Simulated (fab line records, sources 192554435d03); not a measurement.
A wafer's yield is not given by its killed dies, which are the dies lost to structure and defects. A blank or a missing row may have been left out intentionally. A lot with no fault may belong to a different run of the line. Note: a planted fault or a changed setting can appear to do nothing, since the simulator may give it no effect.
fab line records	flow n5_finfet
record: lots: 24	wafers: 72	last_day: 17
route steps=1938 shown BEOL_M1@753
lots that met no fault: from a run of the same line without faults
start_h: the number of hours between the record's first day and the start of the first shown wafer of the lot	wait_h: hours from the lot's prior step to this one	" the same as in the row above	L1.1+2: several wafers, shown together as one row	- no value, or no start was given	* or withheld: withheld	< > ~ a bound
route shown NAME@n: names a module that has steps shown in the file, with the first one's number in the route	usual: mean and standard deviation over wafers with no fault	same: alike in all rows	chamber/n: place in a boat	sites: per-site readings	_std_site: standard deviation of those values	_edge_site: mean of outer sites minus mean of inner sites	radius_mm: how far each site lies from the wafer's centre	mask NAME#n: copy n	behind: the last tool/chamber to shape the wafer	hold: what put the lot on hold/how long, in hours/how the hold closed	device: transistor that didn't switch, given as n, p or np	end of line: tests of these same wafers at the route's end	for a step that has no rows: nothing shown but its recipe	killed: the dies lost at the first sort to structure and to defects; this is not the yield of the wafer	map: shows each die of a wafer: x if killed, . if not, _ if none is there
set.NAME: setting as actually run; set.NAME@STEP: the setting as run at that earlier step	model.NAME: the simulator's own value behind a step, which no gauge read
one table for each step of the route and one row for each wafer, over a sample of lots
services: a tool's chamber out of use, with start hour (start_h, from the record's first day; less than 0 if before it), hours out, and reason
== steps ==
step: N5_BEOL_M1_PECVD_72
recipe: material: SiO2	target_thk_a: 160	temp_c: 400	precursor: TEOS/O2	pressure_torr: 5.5	rf_w: 450	teos_flow_sccm: 53.8	gas: O2	flow_sccm: 3000	time_s: 18
usual: heater_power_w: 723/98	showerhead_plenum_p_Torr: 8.77/0.051	throttle_valve_pct: 22.1/0.98
lot.wafer	tool	chamber	start_h	wait_h	heater_power_w	showerhead_plenum_p_Torr	throttle_valve_pct
L074.3	pecvd-04	0	116.98	0.0	606	8.73	21.1
L074.4	"	2	"	"	629	8.76	21.1
L074.6	"	1	"	"	744	8.71	23.7
L075.3	pecvd-04	1	126.69	0.1	888	8.70	23.5
L075.4	"	2	"	"	669	8.78	21.1
L075.5	"	2	"	"	688	8.76	21.2
L076.2	pecvd-03	1	137.21	0.0	509	8.85	22.0
L076.5	"	1	"	"	520	8.85	21.9
L076.6	"	2	"	"	675	8.84	21.4
L077.1	pecvd-04	2	138.54	0.0	689	8.78	21.4
L077.4	"	2	"	"	708	8.79	21.4
L077.5	"	2	"	"	714	8.77	21.4
L078.2	pecvd-01	2	145.49	0.0	648	8.74	21.2
L078.5	"	2	"	"	675	8.73	20.8
L078.6	"	1	"	"	679	8.83	23.2
L079.2	pecvd-04	1	150.58	0.0	861	8.67	23.4
L079.3	"	2	"	"	701	8.77	21.1
L079.6	"	2	"	"	717	8.77	21.2
L080.2	pecvd-04	2	159.42	0.0	733	8.79	21.3
L080.3	"	2	"	"	734	8.80	21.0
L080.4	"	1	"	"	872	8.72	23.5
L081.1	pecvd-04	2	159.57	0.0	702	8.77	21.3
L081.3	"	1	"	"	776	8.69	23.6
L081.4	"	2	"	"	709	8.78	21.3
L083.1	pecvd-04	2	168.05	0.0	703	8.78	21.1
L083.5	"	1	"	"	731	8.74	23.6
L083.6	"	2	"	"	689	8.77	21.2
L082.2	pecvd-01	0	168.58	0.0	905	8.79	22.3
L082.3	"	2	"	"	649	8.73	20.8
L082.4	"	1	"	"	695	8.82	22.9
L084.1	pecvd-03	0	179.13	0.0	703	8.80	22.6
L084.5	"	0	"	"	677	8.79	22.6
L084.6	"	1	"	"	559	8.82	21.9
L085.2	pecvd-04	2	190.83	0.0	650	8.78	21.2
L085.3	"	2	"	"	665	8.76	20.9
L085.4	"	1	"	"	851	8.70	23.2
L086.2	pecvd-03	2	197.01	0.0	633	8.85	21.7
L086.3	"	1	"	"	579	8.85	21.7
L086.6	"	2	"	"	636	8.86	21.5
L087.2	pecvd-04	1	203.01	0.0	836	8.70	23.3
L087.4	"	2	"	"	620	8.78	21.1
L087.5	"	1	"	"	841	8.71	23.4
L088.3	pecvd-04	2	212.35	0.0	666	8.77	21.3
L088.4	"	1	"	"	820	8.70	23.5
L088.6	"	2	"	"	640	8.78	21.1
L089.2	pecvd-04	1	217.42	0.0	840	8.70	23.2
L089.5	"	0	"	"	636	8.75	21.1
L089.6	"	1	"	"	862	8.69	23.6
L090.1	pecvd-03	0	222.12	0.0	715	8.81	23.0
L090.5	"	0	"	"	702	8.81	23.1
L090.6	"	0	"	"	719	8.83	22.8
L091.2	pecvd-04	1	222.18	0.0	807	8.69	23.3
L091.5	"	1	"	"	793	8.72	23.4
L091.6	"	0	"	"	588	8.71	21.2
L092.1	pecvd-01	0	239.94	0.0	959	8.78	22.4
L092.2	"	2	"	"	667	8.71	21.3
L092.4	"	0	"	"	952	8.77	22.5
L093.1	pecvd-01	1	239.98	0.0	750	8.84	23.3
L093.3	"	0	"	"	894	8.80	22.5
L093.6	"	1	"	"	764	8.88	23.0
L094.2	pecvd-04	2	240.16	0.0	671	8.76	21.2
L094.4	"	0	"	"	566	8.77	21.1
L094.5	"	2	"	"	675	8.77	21.3
L095.4	pecvd-01	1	248.34	0.1	800	8.84	23.0
L095.5	"	0	"	"	863	8.78	22.6
L095.6	"	2	"	"	700	8.72	21.0
L096.2	pecvd-01	0	251.39	0.0	842	8.78	22.3
L096.4	"	1	"	"	812	8.84	23.1
L096.6	"	0	"	"	830	8.78	22.2
L097.4	pecvd-04	2	259.32	0.1	682	8.76	21.4
L097.5	"	0	"	"	581	8.73	21.2
L097.6	"	2	"	"	712	8.79	21.1
step: N5_BEOL_M1_CD_MEAS_18
recipe: pitch_nm: 36	target_cd_nm: 18
usual: cd_nm: 17.93/0.27
lot.wafer	tool	chamber	start_h	wait_h	cd_nm
L074.3	cd_sem-02	-	119.27	0.1	18.24
L074.4	"	-	"	"	18.31
L074.6	"	-	"	"	18.11
L075.3	cd_sem-03	-	128.43	0.1	17.54
L075.4	"	-	"	"	17.90
L075.5	"	-	"	"	17.60
L076.2	cd_sem-02	-	139.47	0.1	18.18
L076.5	"	-	"	"	18.08
L076.6	"	-	"	"	17.88
L077.1	cd_sem-03	-	139.85	0.0	17.67
L077.4	"	-	"	"	17.85
L077.5	"	-	"	"	17.92
L078.2	cd_sem-03	-	148.11	0.1	17.65
L078.5	"	-	"	"	18.10
L078.6	"	-	"	"	17.57
L079.2	cd_sem-03	-	152.69	0.1	18.28
L079.3	"	-	"	"	18.22
L079.6	"	-	"	"	18.35
L080.2	cd_sem-03	-	162.40	0.1	18.29
L080.3	"	-	"	"	18.04
L080.4	"	-	"	"	17.86
L081.1	cd_sem-02	-	162.62	0.0	17.77
L081.3	"	-	"	"	18.28
L081.4	"	-	"	"	18.43
L083.1	cd_sem-03	-	169.53	0.0	18.16
L083.5	"	-	"	"	17.50
L083.6	"	-	"	"	17.74
L082.2	cd_sem-03	-	172.13	0.1	17.87
L082.3	"	-	"	"	17.91
L082.4	"	-	"	"	18.04
L084.1	cd_sem-02	-	182.60	0.0	18.01
L084.5	"	-	"	"	17.61
L084.6	"	-	"	"	17.84
L085.2	cd_sem-03	-	192.24	0.1	18.16
L085.3	"	-	"	"	17.95
L085.4	"	-	"	"	17.91
L086.2	cd_sem-02	-	199.55	0.1	17.96
L086.3	"	-	"	"	17.81
L086.6	"	-	"	"	18.11
L087.2	cd_sem-02	-	205.65	0.1	18.00
L087.4	"	-	"	"	18.11
L087.5	"	-	"	"	18.04
L088.3	cd_sem-03	-	214.34	0.1	18.64
L088.4	"	-	"	"	18.11
L088.6	"	-	"	"	17.90
L089.2	cd_sem-02	-	220.48	0.1	18.13
L089.5	"	-	"	"	17.76
L089.6	"	-	"	"	17.71
L091.2	cd_sem-03	-	223.97	0.1	18.01
L091.5	"	-	"	"	17.74
L091.6	"	-	"	"	17.49
L090.1	cd_sem-01	-	224.19	0.0	17.94
L090.5	"	-	"	"	18.02
L090.6	"	-	"	"	17.69
L092.1	cd_sem-03	-	242.29	0.0	18.20
L092.2	"	-	"	"	17.64
L092.4	"	-	"	"	17.56
L093.1	cd_sem-03	-	242.45	0.0	17.98
L093.3	"	-	"	"	17.56
L093.6	"	-	"	"	18.07
L094.2	cd_sem-01	-	242.49	0.1	18.10
L094.4	"	-	"	"	17.39
L094.5	"	-	"	"	17.65
L095.4	cd_sem-02	-	252.58	0.1	17.73
L095.5	"	-	"	"	18.26
L095.6	"	-	"	"	18.21
L096.2	cd_sem-01	-	252.99	0.1	17.89
L096.4	"	-	"	"	18.15
L096.6	"	-	"	"	17.38
L097.4	cd_sem-01	-	260.63	0.1	17.75
L097.5	"	-	"	"	18.03
L097.6	"	-	"	"	17.47
step: N5_BEOL_M1_CD_MEAS_28
recipe: landing_energy_ev: 500	detector: se_inlens	target_cd_y_nm: 23.3
usual: cd_nm: 24.04/0.26
lot.wafer	tool	chamber	start_h	wait_h	cd_nm
L074.3	cd_sem-02	0	119.72	-	24.59
L074.4	"	0	"	"	24.56
L074.6	"	0	"	"	24.30
L075.3	cd_sem-02	0	128.89	-	23.85
L075.4	"	0	"	"	24.12
L075.5	"	0	"	"	24.12
L076.2	cd_sem-02	0	139.79	-	24.30
L076.5	"	0	"	"	24.19
L076.6	"	0	"	"	24.18
L077.1	cd_sem-03	0	140.17	-	24.01
L077.4	"	0	"	"	23.91
L077.5	"	0	"	"	24.22
L078.2	cd_sem-02	0	148.43	-	23.77
L078.5	"	0	"	"	23.56
L078.6	"	0	"	"	24.23
L079.2	cd_sem-03	0	153.01	-	24.03
L079.3	"	0	"	"	23.96
L079.6	"	0	"	"	24.16
L080.2	cd_sem-02	0	162.72	-	24.41
L080.3	"	0	"	"	23.68
L080.4	"	0	"	"	23.78
L081.1	cd_sem-02	0	163.06	-	24.38
L081.3	"	0	"	"	23.98
L081.4	"	0	"	"	24.15
L083.1	cd_sem-03	0	169.85	-	23.70
L083.5	"	0	"	"	23.88
L083.6	"	0	"	"	23.74
L082.2	cd_sem-02	0	172.44	-	23.73
L082.3	"	0	"	"	23.77
L082.4	"	0	"	"	24.07
L084.1	cd_sem-02	0	182.92	-	24.23
L084.5	"	0	"	"	24.14
L084.6	"	0	"	"	23.96
L085.2	cd_sem-03	0	192.56	-	24.26
L085.3	"	0	"	"	23.78
L085.4	"	0	"	"	24.25
L086.2	cd_sem-02	0	199.99	-	23.68
L086.3	"	0	"	"	24.28
L086.6	"	0	"	"	24.17
L087.2	cd_sem-02	0	205.97	-	24.14
L087.4	"	0	"	"	23.81
L087.5	"	0	"	"	23.83
L088.3	cd_sem-02	0	214.79	-	23.71
L088.4	"	0	"	"	24.04
L088.6	"	0	"	"	23.86
L089.2	cd_sem-02	0	220.80	-	23.70
L089.5	"	0	"	"	24.42
L089.6	"	0	"	"	24.12
L091.2	cd_sem-02	0	224.29	-	23.75
L091.5	"	0	"	"	24.13
L091.6	"	0	"	"	23.75
L090.1	cd_sem-03	0	224.63	-	23.40
L090.5	"	0	"	"	23.87
L090.6	"	0	"	"	24.08
L092.1	cd_sem-03	0	242.95	-	23.99
L092.2	"	0	"	"	24.39
L092.4	"	0	"	"	24.02
L093.1	cd_sem-01	0	243.01	-	23.82
L093.3	"	0	"	"	23.85
L093.6	"	0	"	"	23.96
L094.2	cd_sem-01	0	243.07	-	24.33
L094.4	"	0	"	"	24.60
L094.5	"	0	"	"	24.11
L095.4	cd_sem-02	0	253.02	-	24.30
L095.5	"	0	"	"	23.86
L095.6	"	0	"	"	24.01
L096.2	cd_sem-01	0	253.43	-	24.03
L096.4	"	0	"	"	24.13
L096.6	"	0	"	"	24.38
L097.4	cd_sem-03	0	261.08	-	24.45
L097.5	"	0	"	"	24.03
L097.6	"	0	"	"	23.77
step: N5_BEOL_M1_OVL_MEAS_29
recipe: points_per_wafer: 522
usual: V0_OVL: -0.3/0.91
lot.wafer	tool	chamber	start_h	wait_h	V0_OVL[nm]
L074.3	overlay-01	0	119.76	0.0	-1.1
L074.4	"	0	"	"	-1.5
L074.6	"	0	"	"	-0.4
L075.3	overlay-02	0	128.93	0.0	-0.2
L075.4	"	0	"	"	-1.1
L075.5	"	0	"	"	0.9
L076.2	overlay-01	0	139.82	0.0	0.3
L076.5	"	0	"	"	-1.5
L076.6	"	0	"	"	0.5
L077.1	overlay-02	0	140.20	0.0	-0.1
L077.4	"	0	"	"	0.3
L077.5	"	0	"	"	-0.8
L078.2	overlay-02	0	148.46	0.0	-3.1
L078.5	"	0	"	"	-1.0
L078.6	"	0	"	"	-2.1
L079.2	overlay-02	0	153.04	0.0	-1.6
L079.3	"	0	"	"	-0.2
L079.6	"	0	"	"	-0.9
L080.2	overlay-02	0	162.76	0.0	0.5
L080.3	"	0	"	"	-0.3
L080.4	"	0	"	"	1.1
L081.1	overlay-01	0	163.09	0.0	0.0
L081.3	"	0	"	"	0.9
L081.4	"	0	"	"	1.0
L083.1	overlay-01	0	169.88	0.0	1.6
L083.5	"	0	"	"	1.3
L083.6	"	0	"	"	-0.2
L082.2	overlay-02	0	172.48	0.0	0.5
L082.3	"	0	"	"	1.0
L082.4	"	0	"	"	0.9
L084.1	overlay-01	0	182.95	0.0	-0.3
L084.5	"	0	"	"	0.7
L084.6	"	0	"	"	-0.7
L085.2	overlay-02	0	192.60	0.0	-0.7
L085.3	"	0	"	"	-0.7
L085.4	"	0	"	"	0.6
L086.2	overlay-01	0	200.03	0.0	-1.1
L086.3	"	0	"	"	0.3
L086.6	"	0	"	"	-0.8
L087.2	overlay-02	0	206.00	0.0	-2.2
L087.4	"	0	"	"	-1.6
L087.5	"	0	"	"	0.4
L088.3	overlay-01	0	214.83	0.0	-0.9
L088.4	"	0	"	"	-1.3
L088.6	"	0	"	"	-0.9
L089.2	overlay-01	0	220.83	0.0	1.3
L089.5	"	0	"	"	0.9
L089.6	"	0	"	"	0.5
L091.2	overlay-02	0	224.32	0.0	-0.6
L091.5	"	0	"	"	0.0
L091.6	"	0	"	"	-0.9
L090.1	overlay-02	0	224.66	0.0	-1.3
L090.5	"	0	"	"	-0.4
L090.6	"	0	"	"	0.7
L092.1	overlay-02	0	242.98	0.0	-1.3
L092.2	"	0	"	"	-0.2
L092.4	"	0	"	"	0.6
L093.1	overlay-01	0	243.04	0.0	-1.2
L093.3	"	0	"	"	-1.7
L093.6	"	0	"	"	-0.3
L094.2	overlay-02	0	243.10	0.0	-0.9
L094.4	"	0	"	"	0.0
L094.5	"	0	"	"	0.5
L095.4	overlay-01	0	253.07	0.0	0.0
L095.5	"	0	"	"	0.9
L095.6	"	0	"	"	-0.6
L096.2	overlay-02	0	253.46	0.0	0.4
L096.4	"	0	"	"	0.2
L096.6	"	0	"	"	0.2
L097.4	overlay-02	0	261.12	0.0	-0.9
L097.5	"	0	"	"	0.1
L097.6	"	0	"	"	-0.8
step: N5_BEOL_M1_DESCUM_33
recipe: chemistry: O2	time_s: 7	source_power_w: 50	bias_power_w: 20	pressure_mtorr: 20	rf_frequency_hz: 2.712e+07	temp_c: 40	resist: CAR-EUV	o2_flow_sccm: 225
usual: drypump_motor_current_A: 5.64/0.27	oes_product_au: 0.77/0.048	rf_vpp_V: 242.1/1.6	showerhead_plenum_p_Torr: 2.02/0.094	throttle_valve_pct: 20.33/0.18
lot.wafer	tool	chamber	start_h	wait_h	drypump_motor_current_A	oes_product_au	rf_hours_counter_h	rf_vpp_V	showerhead_plenum_p_Torr	throttle_valve_pct
L074.3	rie_diel-03	1	119.84	0.0	6.09	0.92	24	243.0	2.06	20.26
L074.4	"	3	"	"	5.33	0.72	184	242.0	1.98	20.41
L074.6	"	3	"	"	5.32	0.72	-	240.7	1.98	20.40
L075.3	rie_diel-03	3	129.22	0.2	5.28	0.73	186	242.6	1.98	20.39
L075.4	"	2	"	"	5.40	0.80	119	239.0	1.94	20.25
L075.5	"	1	"	"	6.12	0.91	-	242.5	2.06	20.27
L076.2	rie_diel-01	2	139.91	0.0	5.73	0.81	104	242.6	2.11	20.05
L076.5	"	0	"	"	5.72	0.83	-	242.6	2.13	20.09
L076.6	"	1	"	"	5.98	0.75	-	243.9	2.19	20.23
L077.1	rie_diel-03	1	140.30	0.0	6.09	0.91	30	242.9	2.06	20.27
L077.4	"	0	"	"	5.47	0.77	126	240.4	1.94	20.47
L077.5	"	3	"	"	5.32	0.72	-	241.7	1.98	20.42
L078.2	rie_diel-01	1	148.55	0.0	5.98	0.74	164	245.5	2.19	20.26
L078.5	"	3	"	"	5.54	0.77	-	239.9	1.93	20.50
L078.6	"	0	"	"	5.74	0.83	-	245.3	2.13	20.09
L079.2	rie_diel-01	2	153.13	0.0	5.73	0.80	109	243.2	2.11	20.07
L079.3	"	3	"	"	5.50	0.77	135	241.7	1.93	20.51
L079.6	"	0	"	"	5.65	0.82	-	243.8	2.13	20.10
L080.2	rie_diel-04	3	162.84	0.0	6.01	0.79	120	242.9	2.02	20.16
L080.3	"	1	"	"	5.14	0.71	210	240.8	1.99	20.74
L080.4	"	1	"	"	5.13	0.71	-	242.7	1.99	20.74
L081.1	rie_diel-03	3	163.18	0.0	5.29	0.72	197	241.3	1.98	20.41
L081.3	"	0	"	"	5.44	0.77	133	241.5	1.93	20.47
L081.4	"	1	"	"	6.11	0.89	37	242.1	2.05	20.29
L083.1	rie_diel-03	3	169.97	0.0	5.29	0.71	199	241.4	1.98	20.43
L083.5	"	0	"	"	5.44	0.77	-	240.3	1.93	20.47
L083.6	"	3	"	"	5.31	0.71	-	241.3	1.98	20.42
L082.2	rie_diel-01	3	172.57	0.0	5.52	0.76	142	239.8	1.92	20.50
L082.3	"	1	"	"	5.97	0.73	172	244.9	2.19	20.26
L082.4	"	2	"	"	5.73	0.80	-	244.2	2.11	20.06
L084.1	rie_diel-01	2	183.04	0.0	5.76	0.79	120	242.2	2.11	20.10
L084.5	"	2	"	"	5.74	0.79	-	243.3	2.11	20.09
L084.6	"	3	"	"	5.51	0.76	-	240.2	1.92	20.52
L085.2	rie_diel-03	0	192.68	0.0	5.46	0.76	142	241.6	1.93	20.50
L085.3	"	2	"	"	5.41	0.76	139	241.5	1.93	20.27
L085.4	"	1	"	"	6.07	0.88	46	243.0	2.05	20.28
L086.2	rie_diel-01	0	200.11	0.0	5.70	0.82	82	242.2	2.13	20.12
L086.3	"	1	"	"	5.98	0.73	182	243.0	2.18	20.27
L086.6	"	0	"	"	5.72	0.81	-	243.0	2.13	20.10
L087.2	rie_diel-01	3	206.09	0.0	5.57	0.75	153	239.7	1.92	20.53
L087.4	"	0	"	"	5.72	0.82	85	244.5	2.13	20.11
L087.5	"	3	"	"	5.56	0.75	-	241.3	1.92	20.52
L088.3	rie_diel-01	0	215.27	0.4	5.69	0.80	87	245.3	2.13	20.12
L088.4	"	3	"	"	5.55	0.75	156	239.4	1.92	20.52
L088.6	"	2	"	"	5.75	0.78	-	245.5	2.10	20.09
L089.2	rie_diel-01	2	221.06	0.2	5.73	0.79	132	243.7	2.10	20.09
L089.5	"	3	"	"	5.51	0.75	-	240.4	1.92	20.52
L089.6	"	0	"	"	5.72	0.81	-	244.4	2.12	20.12
L091.2	rie_diel-04	3	225.30	0.9	6.01	0.76	140	241.1	2.02	20.21
L091.5	"	1	"	"	5.13	0.69	-	241.1	1.98	20.78
L091.6	"	2	"	"	5.82	0.73	-	240.3	1.92	20.30
L090.1	rie_diel-01	3	225.70	1.0	5.50	0.74	161	240.2	1.92	20.54
L090.5	"	0	"	"	5.69	0.80	-	241.5	2.12	20.13
L090.6	"	3	"	"	5.56	0.75	-	241.6	1.92	20.54
L092.1	rie_diel-04	1	243.08	0.0	5.17	0.69	237	241.9	1.98	20.80
L092.2	"	2	"	"	5.81	0.73	161	239.5	1.92	20.32
L092.4	"	1	"	"	5.08	0.70	-	242.6	1.98	20.77
L093.1	rie_diel-03	3	243.18	0.1	5.28	0.70	217	241.3	1.97	20.46
L093.3	"	1	"	"	6.09	0.86	58	242.2	2.05	20.31
L093.6	"	1	"	"	6.11	0.86	-	242.4	2.05	20.31
L094.2	rie_diel-04	1	243.19	0.0	5.09	0.70	237	242.0	1.98	20.78
L094.4	"	3	"	"	5.99	0.77	-	241.6	2.01	20.21
L094.5	"	1	"	"	5.10	0.70	-	242.4	1.98	20.78
L095.4	rie_diel-01	3	253.14	0.0	5.56	0.74	170	240.6	1.91	20.54
L095.5	"	3	"	"	5.52	0.74	-	239.8	1.91	20.54
L095.6	"	0	"	"	5.68	0.79	-	243.0	2.12	20.14
L096.2	rie_diel-01	0	253.68	0.2	5.71	0.80	103	242.2	2.12	20.16
L096.4	"	2	"	"	5.73	0.77	144	242.2	2.10	20.12
L096.6	"	1	"	"	5.95	0.72	-	244.1	2.18	20.30
L097.4	rie_diel-03	3	261.26	0.1	5.30	0.70	223	242.3	1.97	20.48
L097.5	"	3	"	"	5.33	0.70	-	242.1	1.97	20.45
L097.6	"	0	"	"	5.42	0.75	-	241.4	1.92	20.52
step: N5_BEOL_M1_ETCH_41
recipe: chemistry: CH3F/O2	target: SiCN	target_depth_a: 319	taper_deg: 2	time_s: 57.8	ion_energy_ev: 120	mask_material: TiN	pressure_mtorr: 30	source_w: 395	bias_w: 75	Ar_flow_sccm: 150	CH3F_flow_sccm: 30	O2_flow_sccm: 20
usual: CH3F_flow_sccm: 30.01/0.09	drypump_motor_current_A: 5.6/0.3	oes_product_au: 0.76/0.052	rf_vpp_V: 295.8/2	showerhead_plenum_p_Torr: 1.93/0.08	throttle_valve_pct: 16.23/0.21
lot.wafer	tool	chamber	start_h	wait_h	CH3F_flow_sccm	drypump_motor_current_A	oes_product_au	rf_hours_counter_h	rf_vpp_V	showerhead_plenum_p_Torr	throttle_valve_pct
L074.3	rie_diel-01	2	-	-	30.12	5.7	0.81	100	297.7	2.01	15.94
L074.4	"	0	"	"	30.15	5.7	0.84	66	298.1	2.03	15.94
L074.6	"	1	"	"	29.92	6.0	0.74	-	298.6	2.08	16.09
L075.3	rie_diel-01	1	-	-	30.03	6.0	0.74	159	298.0	2.08	16.09
L075.4	"	3	"	"	29.83	5.5	0.77	130	293.3	1.86	16.44
L075.5	"	3	"	"	29.82	5.5	0.77	-	295.2	1.86	16.47
L076.2	rie_diel-03	3	-	-	29.98	5.3	0.72	191	294.8	1.90	16.42
L076.5	"	3	"	"	29.88	5.3	0.73	-	296.1	1.90	16.41
L076.6	"	0	"	"	29.91	5.5	0.77	-	295.1	1.85	16.33
L077.1	rie_diel-04	2	-	-	29.94	5.8	0.76	130	294.3	1.85	16.22
L077.4	"	0	"	"	29.90	5.2	0.69	224	296.0	1.97	16.25
L077.5	"	2	"	"	30.02	5.8	0.76	-	294.3	1.85	16.22
L078.2	rie_diel-01	2	-	-	30.07	5.7	0.80	108	298.6	2.01	15.94
L078.5	"	1	"	"	30.15	5.9	0.74	-	299.6	2.08	16.10
L078.6	"	2	"	"	29.95	5.8	0.82	-	296.8	2.01	15.95
L079.2	rie_diel-03	0	-	-	29.93	5.5	0.76	130	295.3	1.85	16.35
L079.3	"	3	"	"	30.01	5.3	0.72	195	295.9	1.90	16.42
L079.6	"	3	"	"	30.01	5.3	0.71	-	295.4	1.90	16.42
L080.2	rie_diel-01	3	-	-	30.07	5.5	0.76	139	292.8	1.85	16.47
L080.3	"	1	"	"	29.80	6.0	0.73	169	298.7	2.08	16.12
L080.4	"	1	"	"	29.98	5.9	0.74	-	298.8	2.08	16.13
L081.1	rie_diel-04	1	-	-	29.95	5.1	0.71	212	295.9	1.90	16.60
L081.3	"	2	"	"	29.96	5.8	0.76	137	293.5	1.85	16.23
L081.4	"	0	"	"	30.11	5.2	0.70	228	297.3	1.97	16.27
L083.1	rie_diel-01	3	-	-	29.89	5.5	0.76	143	295.9	1.85	16.49
L083.5	"	1	"	"	29.95	6.0	0.73	-	299.4	2.08	16.11
L083.6	"	3	"	"	30.03	5.6	0.75	-	292.3	1.85	16.50
L082.2	rie_diel-03	2	-	-	29.96	5.4	0.78	133	294.5	1.85	16.19
L082.3	"	1	"	"	29.97	6.1	0.89	40	296.6	1.95	16.04
L082.4	"	0	"	"	30.08	5.5	0.77	136	294.3	1.85	16.34
L084.1	rie_diel-01	3	-	-	30.14	5.5	0.75	147	294.8	1.85	16.50
L084.5	"	0	"	"	29.99	5.7	0.82	-	299.8	2.03	15.97
L084.6	"	1	"	"	30.02	6.0	0.72	-	299.4	2.08	16.12
L085.2	rie_diel-04	3	-	-	29.91	6.0	0.78	129	294.9	1.92	16.05
L085.3	"	2	"	"	30.22	5.8	0.75	144	292.9	1.85	16.24
L085.4	"	1	"	"	29.93	5.1	0.71	220	295.1	1.90	16.61
L086.2	rie_diel-03	2	-	-	29.83	5.4	0.75	142	294.1	1.85	16.20
L086.3	"	0	"	"	29.89	5.5	0.75	145	294.5	1.84	16.39
L086.6	"	3	"	"	30.07	5.3	0.70	-	295.3	1.90	16.45
L087.2	rie_diel-04	2	-	-	30.01	5.8	0.75	148	293.6	1.85	16.25
L087.4	"	3	"	"	29.83	6.0	0.77	134	296.1	1.92	16.07
L087.5	"	1	"	"	30.16	5.1	0.70	-	294.2	1.90	16.63
L088.3	rie_diel-04	2	-	-	30.04	5.8	0.75	151	293.0	1.84	16.25
L088.4	"	1	"	"	29.94	5.1	0.71	227	293.8	1.89	16.64
L088.6	"	1	"	"	30.04	5.1	0.71	-	294.9	1.89	16.63
L089.2	rie_diel-01	0	-	-	30.02	5.7	0.81	91	296.6	2.03	15.98
L089.5	"	1	"	"	30.24	5.9	0.71	-	300.7	2.07	16.15
L089.6	"	2	"	"	30.06	5.8	0.79	-	296.8	2.00	16.01
L091.2	rie_diel-01	0	-	-	30.14	5.7	0.80	94	298.7	2.02	15.98
L091.5	"	0	"	"	30.07	5.7	0.81	-	296.9	2.02	15.99
L091.6	"	1	"	"	29.98	5.9	0.71	-	299.3	2.07	16.17
L090.1	rie_diel-03	1	-	-	30.01	6.1	0.87	55	296.5	1.94	16.06
L090.5	"	2	"	"	30.11	5.4	0.77	-	294.0	1.85	16.21
L090.6	"	1	"	"	29.93	6.1	0.87	-	296.9	1.94	16.08
L092.1	rie_diel-03	3	-	-	30.04	5.3	0.71	218	295.5	1.90	16.45
L092.2	"	0	"	"	30.00	5.4	0.75	154	294.5	1.84	16.40
L092.4	"	2	"	"	29.98	5.4	0.76	150	293.2	1.85	16.22
L093.1	rie_diel-01	1	-	-	29.98	6.0	0.71	197	298.1	2.07	16.17
L093.3	"	3	"	"	29.98	5.6	0.74	166	293.2	1.84	16.54
L093.6	"	3	"	"	29.91	5.6	0.75	-	293.4	1.84	16.54
L094.2	rie_diel-04	2	-	-	30.10	5.8	0.74	162	293.4	1.84	16.26
L094.4	"	1	"	"	30.06	5.1	0.70	-	295.2	1.89	16.65
L094.5	"	2	"	"	30.02	5.8	0.74	-	293.1	1.84	16.28
L096.2	rie_diel-03	2	-	-	29.96	5.4	0.75	155	292.4	1.85	16.24
L096.4	"	1	"	"	30.10	6.1	0.85	64	296.8	1.94	16.08
L096.6	"	2	"	"	29.98	5.4	0.75	-	292.8	1.85	16.23
L095.4	rie_diel-04	1	-	-	29.91	5.1	0.69	243	295.4	1.89	16.67
L095.5	"	1	"	"	29.88	5.1	0.69	-	295.0	1.89	16.66
L095.6	"	2	"	"	30.09	5.8	0.73	-	294.3	1.84	16.28
L097.4	rie_diel-03	1	-	-	29.97	6.1	0.84	66	295.5	1.94	16.09
L097.5	"	0	"	"	30.10	5.4	0.74	-	292.9	1.84	16.41
L097.6	"	3	"	"	30.08	5.3	0.69	-	293.3	1.89	16.47
== services ==
tool	chamber	start_h	hours	kind
pecvd-04	0	109.58	6.7	repair
pecvd-04	0	119.41	85.6	repair
rie_diel-01	3	135.21	3.0	repair
rie_diel-04	0	154.84	11.5	repair
rie_diel-01	-	181.01	0.5	repair
pecvd-03	2	182.15	5.5	scheduled_down
pecvd-03	1	197.80	16.5	scheduled_down
pecvd-01	0	203.34	5.5	scheduled_down
rie_diel-03	-	211.39	14.6	pm
pecvd-04	1	213.24	2.1	scheduled_down
pecvd-03	2	214.30	-	clean
pecvd-01	-	217.79	1.4	repair
pecvd-01	2	222.99	2.1	scheduled_down
rie_diel-01	3	230.17	3.4	repair
pecvd-01	-	233.05	1.7	repair
rie_diel-04	0	234.21	-	clean
rie_diel-04	0	234.21	-	consumable_replace:focus_ring
rie_diel-04	0	234.21	20.6	scheduled_down
rie_diel-04	0	234.21	20.6	vent_cycle
pecvd-03	1	239.79	1.8	repair
rie_diel-04	-	254.83	0.1	repair
rie_diel-01	2	256.39	8.1	repair
pecvd-04	1	257.53	5.5	scheduled_down
rie_diel-01	1	260.87	12.6	repair
== key ==
fault none
